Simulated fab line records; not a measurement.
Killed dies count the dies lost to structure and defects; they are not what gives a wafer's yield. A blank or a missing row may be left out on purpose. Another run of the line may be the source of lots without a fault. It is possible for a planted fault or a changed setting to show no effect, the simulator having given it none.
Chamber matching + flow n5Finfet + rieDiel-01 running N5_BEOL_M10_STRIP_36: 4 sister chambers
The step strips in N2/H2. 20 wafers are shown with their chamber, then 10 later ones without.

EACH WAFER AND ITS CHAMBER
| wafer  | chamber | throttleValvePct (%) | oesProductAu (a.u.) | drypumpMotorCurrentA (A) |
|--------|---------|----------------------|---------------------|--------------------------|
| L074.2 | 2       | 23.76                | 0.94                | 5.8                      |
| L074.4 | 0       | 23.71                | 0.89                | 5.9                      |
| L074.5 | 2       | 23.79                | 0.93                | 5.7                      |
| L077.2 | 2       | 23.79                | 0.90                | 5.7                      |
| L077.4 | 1       | 23.20                | 0.69                | 5.8                      |
| L077.6 | 0       | 23.75                | 0.87                | 5.9                      |
| L079.2 | 0       | 23.73                | 0.86                | 5.9                      |
| L079.3 | 2       | 23.77                | 0.89                | 5.8                      |
| L079.4 | 3       | 23.91                | 0.67                | 5.6                      |
| L080.2 | 3       | 23.93                | 0.67                | 5.5                      |
| L080.4 | 2       | 23.77                | 0.90                | 5.7                      |
| L080.6 | 0       | 23.75                | 0.85                | 5.9                      |
| L083.3 | 0       | 23.73                | 0.86                | 5.9                      |
| L083.4 | 0       | 23.76                | 0.88                | 5.9                      |
| L083.5 | 1       | 23.24                | 0.69                | 5.8                      |
| L085.1 | 2       | 23.81                | 0.89                | 5.7                      |
| L085.2 | 1       | 23.24                | 0.66                | 5.8                      |
| L085.6 | 1       | 23.24                | 0.68                | 5.8                      |
| L086.2 | 2       | 23.82                | 0.86                | 5.7                      |
| L086.3 | 0       | 23.73                | 0.85                | 5.9                      |

SIGNATURES (averages over the wafers above)
| reading              | chamber 0 | chamber 1 | chamber 2 | chamber 3 | scatter within a chamber |
|----------------------|-----------|-----------|-----------|-----------|--------------------------|
| throttleValvePct     | 23.7371   | 23.2300   | 23.7871   | 23.9200   | 0.0195                   |
| oesProductAu         | 0.8657    | 0.6800    | 0.9014    | 0.6700    | 0.0198                   |
| drypumpMotorCurrentA | 5.900     | 5.800     | 5.729     | 5.550     | 0.0347                   |
Rule: distance of a wafer from a chamber = root of the sum over the readings of ((wafer's reading minus chamber's mean) / reading's scatter) squared. If the next closest chamber is less than 2 further off than the closest, the wafer can't be placed; otherwise it belongs to the closest. How the scatter is found: for the shown wafers, subtract from each reading the mean of its chamber, square and add these, divide the total by (wafers less chambers), then take the root.

WAFERS WITHOUT THEIR CHAMBER
| wafer  | throttleValvePct (%) | oesProductAu (a.u.) | drypumpMotorCurrentA (A) |
|--------|----------------------|---------------------|--------------------------|
| L086.6 | 23.25                | 0.67                | 5.8                      |
| L089.2 | 23.72                | 0.97                | 5.5                      |
| L089.4 | 23.25                | 0.66                | 5.8                      |
| L089.5 | 23.25                | 0.68                | 5.8                      |
| L091.2 | 23.82                | 0.84                | 5.7                      |
| L091.3 | 23.78                | 0.83                | 5.9                      |
| L091.6 | 23.76                | 0.94                | 5.6                      |
| L097.2 | 23.02                | 0.96                | 5.8                      |
| L097.4 | 23.83                | 0.80                | 5.9                      |
| L097.5 | 23.03                | 0.96                | 5.7                      |

WHICH CHAMBER EACH WENT THROUGH
| wafer  | from the rows above     | in truth                   |
|--------|-------------------------|----------------------------|
| L086.6 | 1                       | 1                          |
| L089.2 | 2                       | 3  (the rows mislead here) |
| L089.4 | 1                       | 1                          |
| L089.5 | 1                       | 1                          |
| L091.2 | 2                       | 2                          |
| L091.3 | 0                       | 0                          |
| L091.6 | 2                       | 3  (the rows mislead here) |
| L097.2 | 1                       | 1                          |
| L097.4 | can't be placed: 0 or 2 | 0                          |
| L097.5 | 1                       | 1                          |
Placed correctly: 7 of 10. Can't be placed from these rows: 1 (the true chamber is among the candidates in 1). 2 placed wrongly.
